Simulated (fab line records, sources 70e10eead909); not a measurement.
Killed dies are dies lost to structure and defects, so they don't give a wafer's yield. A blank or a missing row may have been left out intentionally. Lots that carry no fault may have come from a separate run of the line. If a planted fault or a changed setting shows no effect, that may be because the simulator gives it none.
fab line records	flow nandHarc
record: lots: 10	wafers: 30	lastDay: 32
route steps=1302 shown P_STI@84 P_GATE@119 END@1302
lots untouched by any fault: they come from a run of this same line in which no faults occurred
startH: start of the lot's first displayed wafer, in hours after the record's first day	waitH: how many hours have passed since the lot's step before this one	" same as the row above	L1.1+2: one row covering several wafers at once	- no value present, or no start provided	* or withheld: withheld	< > ~ a bound
route shown NAME@n: NAME is a module with steps in the file, n the number in the route of the first one	usual: average and standard deviation across the fault-free wafers	same: alike in all rows	chamber/n: place in a boat	sites: per-site readings	_std_site: standard deviation across them	_edge_site: outer sites' mean less inner sites'	radiusMm: how far each site lies from the wafer's centre	mask NAME#n: copy n	behind: the tool/chamber that last shaped the wafer	hold: what put the lot on hold/how long, in hours/how the hold closed	device: whichever transistor did not switch (one of n, p or np)	end of line: tests run on the same wafers once the route is complete	a step with no rows: only its recipe	killed: dies that structure and defects cost at the first sort, which is not the same as the wafer's yield	map: the dies of a wafer, with x for killed, . for not killed, _ for no die there
set.NAME: the setting that was run; set.NAME@STEP: the one run at that earlier step	model.NAME: the simulator's own value behind a step, which no gauge read
route steps across a sampled set of lots; one table per step, one row per wafer
services: when a tool's chamber went out of use (startH, in hours from the record's first day, below 0 if earlier), for how many hours, and the reason
== steps ==
step: NHARC_P_STI_OVL_MEAS_10
usual: overlayXNm: 2/6.8	overlayYNm: 0/5.6
lot.wafer	tool	chamber	startH	waitH	overlayXNm	overlayYNm
L333.1	overlay-02	-	45.43	-	-3	-1
L333.3	"	-	"	"	-3	-1
L333.5	"	-	"	"	-3	-2
L342.1	overlay-02	-	135.88	-	3	2
L342.3	"	-	"	"	3	2
L342.5	"	-	"	"	2	2
L343.1	overlay-02	-	145.24	-	-14	-2
L343.3	"	-	"	"	-13	-1
L343.5	"	-	"	"	-13	-1
L344.2	overlay-01	-	152.34	-	6	1
L344.3	"	-	"	"	6	1
L344.6	"	-	"	"	5	1
L348.3	overlay-01	-	194.59	-	-2	-8
L348.5	"	-	"	"	-1	-7
L348.6	"	-	"	"	-1	-7
L349.1	overlay-02	-	202.37	-	-15	-5
L349.2	"	-	"	"	-15	-4
L349.4	"	-	"	"	-14	-5
L350.4	overlay-01	-	213.05	-	-9	-8
L350.5	"	-	"	"	-9	-8
L350.6	"	-	"	"	-9	-8
L351.4	overlay-02	-	226.93	-	1	0
L351.5	"	-	"	"	2	1
L351.6	"	-	"	"	1	0
L352.1	overlay-01	-	238.62	-	1	4
L352.4	"	-	"	"	0	4
L352.5	"	-	"	"	1	4
L353.1	overlay-01	-	242.45	-	3	-4
L353.4	"	-	"	"	3	-5
L353.5	"	-	"	"	4	-4
step: NHARC_P_STI_ETCH_42
recipe: targetDepthA: 800	overetchA: 240	timeS: 61	ionEnergyEv: 200	n2FlowSccm: 150	h2FlowSccm: 150	arFlowSccm: 0	rfW: 400	biasW: 150	chemistry: N2/H2
usual: chamberPressureMTorr: 30.002/0.027	drypumpMotorCurrentA: 5.6/0.39	h2FlowSccm: 150.1/0.47	mfcArSccm: 0.010/0.0094	oesProductAu: 1.002/0.014	rfVppV: 430.2/1.6	showerheadPlenumPTorr: 2.03/0.053	throttleValvePct: 14.172/0.0095
lot.wafer	tool	chamber	startH	waitH	chamberPressureMTorr	drypumpMotorCurrentA	h2FlowSccm	mfcArSccm	oesProductAu	rfHoursCounterH	rfVppV	showerheadPlenumPTorr	throttleValvePct
L333.3	rieDiel-07	2	45.69	0.1	30.001	5.9	150.2	0	1.024	3	430.0	2.02	14.177
L333.1	"	0	"	"	29.999	6.0	150.4	0.017	1.036	7	429.9	1.96	14.189
L333.5	"	1	"	"	29.935	5.2	150.2	0.001	1.004	-	430.3	2.04	14.153
L342.3	rieDiel-07	1	136.14	0.1	30.009	5.2	150.0	0.001	0.993	1	431.7	2.04	14.170
L342.1	"	3	"	"	30.000	5.4	150.1	0.015	1.011	1	429.8	2.07	14.179
L342.5	"	0	"	"	29.969	6.0	150.8	0.017	1.020	-	427.9	1.95	14.165
L343.1	rieDiel-10	1	145.49	0.1	30.050	5.4	150.3	0.000	0.985	3	429.3	2.02	14.181
L343.3	"	3	"	"	29.969	6.4	149.7	0.017	1.008	3	433.8	2.14	14.164
L343.5	"	2	"	"	30.014	5.7	149.3	0.025	1.001	-	429.7	1.97	14.179
L344.2	rieDiel-07	2	152.59	0.1	29.983	5.9	150.6	0	0.991	1	429.9	2.02	14.164
L344.3	"	1	"	"	29.998	5.2	149.7	0.001	0.979	1	430.6	2.04	14.174
L344.6	"	3	"	"	29.928	5.3	150.5	0.015	1.001	-	430.7	2.07	14.168
L348.3	rieDiel-07	1	194.86	0.1	29.952	5.2	150.5	0.001	0.993	4	430.7	2.04	14.156
L348.6	"	3	"	"	29.987	5.3	150.1	0.015	0.998	-	431.1	2.06	14.173
L348.5	"	0	"	"	29.996	6.0	150.0	0.017	1.019	-	428.5	1.95	14.189
L349.2	rieDiel-07	3	202.64	0.1	30.030	5.3	149.6	0.015	1.005	5	431.4	2.06	14.184
L349.1	"	0	"	"	30.005	5.9	150.5	0.017	1.015	4	429.0	1.95	14.171
L349.4	"	1	"	"	30.009	5.2	149.4	0.001	1.000	-	429.5	2.04	14.208
L350.4	rieDiel-07	1	213.34	0.1	30.026	5.2	149.5	0.001	0.988	-	430.4	2.04	14.175
L350.5	"	3	"	"	29.986	5.3	149.4	0.015	0.994	-	431.3	2.06	14.173
L350.6	"	0	"	"	30.001	6.0	149.3	0.017	1.024	-	428.3	1.95	14.168
L351.4	rieDiel-10	0	227.21	0.1	29.992	5.6	149.2	0.026	0.987	8	431.1	2.10	14.169
L351.5	"	1	"	"	29.999	5.4	150.0	0.000	0.978	-	428.7	2.02	14.162
L351.6	"	2	"	"	29.989	5.7	149.8	0.025	0.997	-	428.8	1.97	14.169
L352.4	rieDiel-10	0	238.88	0.1	30.031	5.6	149.7	0.026	0.987	8	431.5	2.10	14.166
L352.1	"	2	"	"	29.977	5.7	149.8	0.025	0.999	7	427.8	1.97	14.181
L352.5	"	1	"	"	30.024	5.4	149.8	0.000	0.971	-	430.9	2.02	14.172
L353.1	rieDiel-07	3	242.73	0.1	30.027	5.3	149.2	0.015	1.007	8	431.4	2.06	14.169
L353.5	"	1	"	"	30.021	5.2	149.8	0.001	0.986	-	431.0	2.04	14.178
L353.4	"	0	"	"	30.025	6.0	149.9	0.017	1.029	-	426.3	1.95	14.170
step: NHARC_P_GATE_EXPOSE_08
recipe: na: 0.6	doseMj: 16.75	maskId: P_HV
usual: exposureDoseMJCm2: 16.751/0.016	focusOffsetNm: 0.2/0.47	stageVelMmS: 500.04/0.24
lot.wafer	tool	chamber	startH	waitH	mask	exposureDoseMJCm2	focusOffsetNm	stageVelMmS
L333.1	krfScanner-03	0	76.94	-	P_HV#0	16.735	-0.3	499.78
L333.3	"	0	"	"	P_HV#0	16.738	0.3	499.95
L333.5	"	0	"	"	P_HV#0	16.751	-0.3	499.52
L342.1	krfScanner-02	0	173.62	-	P_HV#0	16.736	-0.2	499.84
L342.3	"	0	"	"	P_HV#0	16.752	-0.4	499.73
L342.5	"	0	"	"	P_HV#0	16.758	0.0	499.92
L343.1	krfScanner-03	-	179.28	-	P_HV#0	-	-	-
L343.3	"	-	"	"	P_HV#0	-	-	-
L343.5	"	-	"	"	P_HV#0	-	-	-
L344.2	krfScanner-02	-	187.72	-	P_HV#0	-	-	-
L344.3	"	-	"	"	P_HV#0	-	-	-
L344.6	"	-	"	"	P_HV#0	-	-	-
L348.3	krfScanner-02	0	231.82	-	P_HV#0	16.744	0.2	500.11
L348.5	"	0	"	"	P_HV#0	16.753	0.5	499.94
L348.6	"	0	"	"	P_HV#0	16.760	0.6	499.98
L349.1	krfScanner-02	0	247.20	-	P_HV#0	16.761	-0.2	499.90
L349.2	"	0	"	"	P_HV#0	16.756	0.0	500.21
L349.4	"	0	"	"	P_HV#0	16.734	0.2	500.41
L350.4	krfScanner-02	0	258.09	-	P_HV#0	16.745	-0.3	499.92
L350.5	"	0	"	"	P_HV#0	16.739	-0.4	500.39
L350.6	"	0	"	"	P_HV#0	16.753	0.1	500.14
L351.4	krfScanner-03	0	258.25	-	P_HV#0	16.748	-0.5	499.49
L351.5	"	0	"	"	P_HV#0	16.766	0.1	499.93
L351.6	"	0	"	"	P_HV#0	16.718	-0.1	500.09
L352.1	krfScanner-02	0	276.23	-	P_HV#0	16.790	0.1	500.19
L352.4	"	0	"	"	P_HV#0	16.770	0.0	500.00
L352.5	"	0	"	"	P_HV#0	16.763	0.0	500.32
L353.1	krfScanner-02	0	276.27	-	P_HV#0	16.746	-0.4	500.13
L353.4	"	0	"	"	P_HV#0	16.748	0.0	499.97
L353.5	"	0	"	"	P_HV#0	16.738	0.0	499.48
step: NHARC_P_GATE_CD_MEAS_11
recipe: targetCdNm: 1640	landingEnergyEv: 500
usual: cdNm: 1639.5/2.2
same: landingEnergyEv: 500
lot.wafer	tool	chamber	startH	waitH	cdNm
L333.1	cdSem-03	0	77.10	-	1640.2
L333.3	"	0	"	"	1645.5
L333.5	"	0	"	"	1642.3
L342.1	cdSem-01	0	173.77	-	1641.1
L342.3	"	0	"	"	1637.9
L342.5	"	0	"	"	1640.4
L343.1	cdSem-01	0	179.43	-	-
L343.3	"	0	"	"	-
L343.5	"	0	"	"	-
L344.2	cdSem-02	0	187.87	-	-
L344.3	"	0	"	"	-
L344.6	"	0	"	"	-
L348.3	cdSem-01	0	231.98	-	1637.8
L348.5	"	0	"	"	1642.0
L348.6	"	0	"	"	1639.2
L349.1	cdSem-02	0	247.35	-	1638.7
L349.2	"	0	"	"	1640.0
L349.4	"	0	"	"	1638.7
L350.4	cdSem-03	0	258.24	-	1639.7
L350.5	"	0	"	"	1637.3
L350.6	"	0	"	"	1636.1
L351.4	cdSem-03	0	258.40	-	1638.7
L351.5	"	0	"	"	1637.1
L351.6	"	0	"	"	1642.1
L352.1	cdSem-02	0	276.39	-	1637.6
L352.4	"	0	"	"	1640.8
L352.5	"	0	"	"	1638.8
L353.1	cdSem-01	0	276.42	-	1641.7
L353.4	"	0	"	"	1641.8
L353.5	"	0	"	"	1637.1
step: NHARC_P_GATE_DESCUM_13
recipe: timeS: 3	o2FlowSccm: 200	arFlowSccm: 0	biasPowerW: 0	chemistry: O2
usual: chamberPressureMTorr: 59.99/0.057	drypumpMotorCurrentA: 5.6/0.5	mfcArSccm: 0.014/0.014	oesProductAu: 0.999/0.015	rfVppV: 58.1/0.86	showerheadPlenumPTorr: 1.99/0.078	throttleValvePct: 11.311/0.0095
lot.wafer	tool	chamber	startH	waitH	chamberPressureMTorr	drypumpMotorCurrentA	mfcArSccm	oesProductAu	rfHoursCounterH	rfVppV	showerheadPlenumPTorr	throttleValvePct
L333.1	rieDiel-11	3	77.26	-	60.04	5.5	0	0.992	10	58.6	2.04	11.295
L333.3	"	0	"	"	60.07	5.6	0	0.987	10	58.5	1.93	11.309
L333.5	"	3	"	"	59.96	5.5	0	1.005	-	58.9	2.04	11.301
L342.3	rieDiel-03	2	173.95	-	59.91	5.5	0.036	0.994	2	59.1	1.99	11.321
L342.1	"	3	"	"	60.01	5.6	0.037	0.999	4	57.9	2.05	11.318
L342.5	"	2	"	"	59.93	5.5	0.036	0.995	-	57.2	1.99	11.316
L343.3	rieDiel-03	1	179.62	-	59.94	6.2	0.018	0.974	4	58.1	1.81	11.300
L343.1	"	2	"	"	59.99	5.5	0.036	0.993	3	56.0	1.99	11.305
L343.5	"	3	"	"	59.96	5.7	0.037	0.984	-	57.0	2.05	11.323
L344.2	rieDiel-04	3	188.03	-	59.96	6.3	0	1.006	0	58.9	2.04	11.332
L344.3	"	1	"	"	59.93	4.7	0	0.990	0	59.4	2.05	11.306
L344.6	"	3	"	"	60.05	6.3	0	1.012	-	58.6	2.03	11.327
L348.3	rieDiel-03	0	232.14	-	59.93	5.2	0.012	1.020	7	57.4	2.02	11.311
L348.5	"	3	"	"	59.99	5.7	0.037	0.999	-	58.6	2.05	11.308
L348.6	"	0	"	"	59.99	5.2	0.012	1.013	-	58.7	2.02	11.297
L349.1	rieDiel-04	2	247.53	-	59.94	5.8	0	0.989	4	57.6	2.03	11.302
L349.4	"	3	"	"	60.03	6.3	0	0.993	4	58.3	2.03	11.303
L349.2	"	0	"	"	59.99	5.4	0.018	1.001	5	59.4	2.06	11.304
L350.4	rieDiel-03	0	258.42	-	60.06	5.2	0.012	1.015	9	59.0	2.02	11.317
L350.5	"	2	"	"	59.95	5.5	0.036	0.990	-	58.6	1.99	11.331
L350.6	"	3	"	"	60.10	5.6	0.037	0.998	-	57.3	2.05	11.305
L351.4	rieDiel-03	1	258.57	-	60.05	6.2	0.018	0.975	9	58.1	1.81	11.306
L351.6	"	0	"	"	59.96	5.2	0.012	1.013	-	58.3	2.02	11.315
L351.5	"	1	"	"	59.91	6.2	0.018	0.973	-	57.1	1.81	11.319
L352.1	rieDiel-04	0	276.55	-	60.09	5.4	0.018	1.010	6	58.4	2.06	11.299
L352.4	"	2	"	"	60.05	5.8	0	0.999	5	58.9	2.03	11.340
L352.5	"	0	"	"	59.91	5.4	0.018	1.021	-	57.1	2.06	11.323
L353.4	rieDiel-03	0	276.59	-	59.95	5.2	0.012	1.015	9	58.2	2.02	11.312
L353.1	"	2	"	"	60.02	5.5	0.036	0.995	7	58.2	1.99	11.315
L353.5	"	0	"	"	60.04	5.2	0.012	1.015	-	59.5	2.02	11.312
step: NHARC_P_GATE_INSPECT_28
usual: rawDefectCount: 6.2/2.8
lot.wafer	tool	chamber	startH	waitH	rawDefectCount
L333.1	defectInspect-01	-	91.11	0.0	8
L333.3	"	-	"	"	5
L333.5	"	-	"	"	10
L342.1	defectInspect-02	-	189.29	0.0	4
L342.3	"	-	"	"	7
L342.5	"	-	"	"	6
L343.1	defectInspect-02	-	197.89	0.0	1027
L343.3	"	-	"	"	1039
L343.5	"	-	"	"	1100
L344.2	defectInspect-02	-	206.49	0.0	1104
L344.3	"	-	"	"	1070
L344.6	"	-	"	"	1040
L348.3	defectInspect-01	-	249.33	0.0	3
L348.5	"	-	"	"	9
L348.6	"	-	"	"	12
L349.1	defectInspect-02	-	265.36	0.0	2
L349.2	"	-	"	"	6
L349.4	"	-	"	"	7
L350.4	defectInspect-02	-	273.65	0.0	8
L350.5	"	-	"	"	15
L350.6	"	-	"	"	4
L351.4	defectInspect-01	-	273.82	0.0	2
L351.5	"	-	"	"	8
L351.6	"	-	"	"	5
L352.1	defectInspect-02	-	291.80	0.0	4
L352.4	"	-	"	"	4
L352.5	"	-	"	"	8
L353.1	defectInspect-02	-	292.45	0.0	4
L353.4	"	-	"	"	1
L353.5	"	-	"	"	3
step: NHARC_P_GATE_INSPECT_68
usual: rawDefectCount: 195/72
lot.wafer	tool	chamber	startH	waitH	rawDefectCount
L333.1	defectInspect-01	-	109.54	0.2	202
L333.3	"	-	"	"	337
L333.5	"	-	"	"	556
L342.1	defectInspect-02	-	207.92	0.2	118
L342.3	"	-	"	"	117
L342.5	"	-	"	"	86
L343.1	defectInspect-02	-	218.24	0.2	1219
L343.3	"	-	"	"	1242
L343.5	"	-	"	"	1309
L344.2	defectInspect-02	-	227.05	0.1	1331
L344.3	"	-	"	"	1251
L344.6	"	-	"	"	1291
L348.3	defectInspect-02	-	268.26	0.1	134
L348.5	"	-	"	"	164
L348.6	"	-	"	"	237
L349.1	defectInspect-01	-	285.85	0.2	157
L349.2	"	-	"	"	180
L349.4	"	-	"	"	141
L350.4	defectInspect-02	-	292.19	0.1	154
L350.5	"	-	"	"	169
L350.6	"	-	"	"	209
L351.4	defectInspect-02	-	292.36	0.1	137
L351.5	"	-	"	"	195
L351.6	"	-	"	"	263
L352.1	defectInspect-02	-	310.28	0.2	284
L352.4	"	-	"	"	135
L352.5	"	-	"	"	203
L353.1	defectInspect-02	-	311.00	0.2	189
L353.4	"	-	"	"	287
L353.5	"	-	"	"	334
step: NHARC_END_SORT_01
recipe: tempC: 25
usual: killedAtArray: 64/20	killedAtOther: 0.7/1.1	killedAtPeriphery: 3.6/2.7	killedDies: 68/20	killedOpen: 2.8/1.9	killedShort: 2.3/1.5
same: grossDies: 677
lot.wafer	tool	chamber	startH	waitH	killedAtArray	killedAtOther	killedAtPeriphery	killedDies	killedOpen	killedShort
L343.1	prober-02	0	664.22	2.5	15	0	662	677	2	1
L343.3	prober-02	0	665.84	3.1	14	2	661	677	3	2
L343.5	prober-02	0	667.47	3.7	22	0	655	677	4	2
L344.2	prober-01	0	689.58	2.8	58	1	618	677	2	1
L344.3	prober-01	0	690.39	3.1	64	0	613	677	2	1
L344.6	prober-01	0	692.80	4.0	69	1	607	677	5	3
killed by level:class
L343.1 P_GATE:areaExpose=660 A_CONTACT:chamberFilmFlake=4 A_SLIT:chamberFilmFlake=3 A_BLC:geometricParticle:open=2 A_CHANNEL_HOLE_D1:chamberFilmFlake=2 A_BONDPAD:chamberFilmFlake=2 A_DECK1_JOINT:geometricParticle:short=1 P_GATE:chamberFilmFlake=1
L343.3 P_GATE:areaExpose=660 A_CHANNEL_HOLE_D1:chamberFilmFlake=5 A_STAIRCASE:chamberFilmFlake=4 A_M0:geometricParticle:open=2 STARTING-WAFER:geometricParticle:short=2 A_DECK1_JOINT:geometricParticle:open=1 P_BONDPAD:chamberFilmFlake=1 A_CHANNEL_HOLE_D2:chamberFilmFlake=1
L343.5 P_GATE:areaExpose=654 A_CHANNEL_HOLE_D1:chamberFilmFlake=6 A_CONTACT:chamberFilmFlake=3 A_SLIT:chamberFilmFlake=2 A_STAIRCASE:chamberFilmFlake=2 A_BONDPAD:chamberFilmFlake=2 A_ONON_D2:geometricParticle:open=1 A_CHANNEL_FILL_D2:geometricParticle:short=1
L344.2 P_GATE:areaExpose=611 A_CHANNEL_HOLE_D1:chamberFilmFlake=27 A_CHANNEL_HOLE_D2:chamberFilmFlake=14 A_CONTACT:chamberFilmFlake=4 P_GATE:chamberFilmFlake=3 A_DECK1_JOINT:chamberFilmFlake=3 P_STI:chamberFilmFlake=2 A_STAIRCASE:chamberFilmFlake=2
L344.3 P_GATE:areaExpose=610 A_CHANNEL_HOLE_D1:chamberFilmFlake=28 A_CHANNEL_HOLE_D2:chamberFilmFlake=21 A_SLIT:chamberFilmFlake=3 A_CONTACT:chamberFilmFlake=3 P_GATE:chamberFilmFlake=2 A_DECK1_JOINT:chamberFilmFlake=2 A_STAIRCASE:chamberFilmFlake=2
L344.6 P_GATE:areaExpose=604 A_CHANNEL_HOLE_D1:chamberFilmFlake=34 A_CHANNEL_HOLE_D2:chamberFilmFlake=15 A_CONTACT:chamberFilmFlake=5 A_ONON_D1:geometricParticle:open=2 A_WL_FILL:geometricParticle:short=2 P_GATE:chamberFilmFlake=2 A_WL_FILL:chamberFilmFlake=2
== services ==
tool	chamber	startH	hours	kind
rieDiel-10	0	26.47	5.6	repair
krfScanner-03	-	31.39	0.2	repair
krfScanner-03	-	52.00	4.0	pm
rieDiel-10	-	65.50	9.0	pm
krfScanner-03	-	80.83	0.9	repair
rieDiel-03	0	84.49	3.6	repair
rieDiel-03	1	86.70	5.3	repair
rieDiel-10	2	87.66	5.3	repair
krfScanner-02	-	94.00	4.0	pm
rieDiel-04	2	97.85	4.3	repair
rieDiel-04	1	98.43	14.1	repair
rieDiel-03	-	104.30	9.0	pm
rieDiel-07	-	117.20	9.0	pm
rieDiel-03	2	118.04	1.7	repair
krfScanner-03	-	119.39	0.9	repair
rieDiel-04	1	123.77	11.1	repair
rieDiel-07	1	159.75	5.5	repair
rieDiel-03	-	185.57	0.5	repair
rieDiel-03	1	190.94	9.7	repair
rieDiel-07	2	201.02	44.1	repair
rieDiel-07	-	236.83	2.5	repair
rieDiel-07	0	247.78	4.4	repair
krfScanner-02	-	257.24	0.4	repair
krfScanner-02	-	266.00	4.0	pm
== key ==
firstSign: step: NHARC_P_GATE_EXPOSE_08	reading: toolRecord	direction: missing
effect: step: NHARC_P_GATE_CD_MEAS_11	reading: cdNm	direction: missing
effect: step: NHARC_P_GATE_INSPECT_28	reading: rawDefectCount	direction: up	sigmas: 99+	usual: 6.2	struck: 1063.3
effect: step: NHARC_P_GATE_INSPECT_68	reading: rawDefectCount	direction: up	sigmas: 15	usual: 195	struck: 1274
effect: step: NHARC_END_SORT_01	reading: killedAtPeriphery	direction: up	sigmas: 99+	usual: 3.6	struck: 636
moreKillsBornAt: NHARC_P_GATE_EXPOSE_08@krfScanner-03: 1974	NHARC_P_GATE_EXPOSE_08@krfScanner-02: 1825
metAt NHARC_P_GATE_EXPOSE_08
struckLots L343,L344
laterRowsLeftOut L343.1,L343.3,L343.5,L344.2,L344.3,L344.6
testerLeftOut L343,L344
notActingAt NHARC_P_STI_OVL_MEAS_10,NHARC_P_STI_ETCH_42,NHARC_P_GATE_DESCUM_13
onsetBetween 173.62 179.28
fault: kind: skippedStepWhole	tool: krfScanner-02,krfScanner-03	chamber: -	onsetH: 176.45	steps: NHARC_P_GATE_EXPOSE_08	scope: struckLotsOnly
testerLeftOut: of these lots the tester's yield and bins aren't shown, on N5 and GAA mostly nor the transistor test; their killed dies are dies lost to structure and defects alone, not to doping, threshold or leakage, so they don't give the yield
laterRowsLeftOut: the simulator's readings of these wafers behind a module that went badly wrong aren't trusted and aren't shown, but for the sort
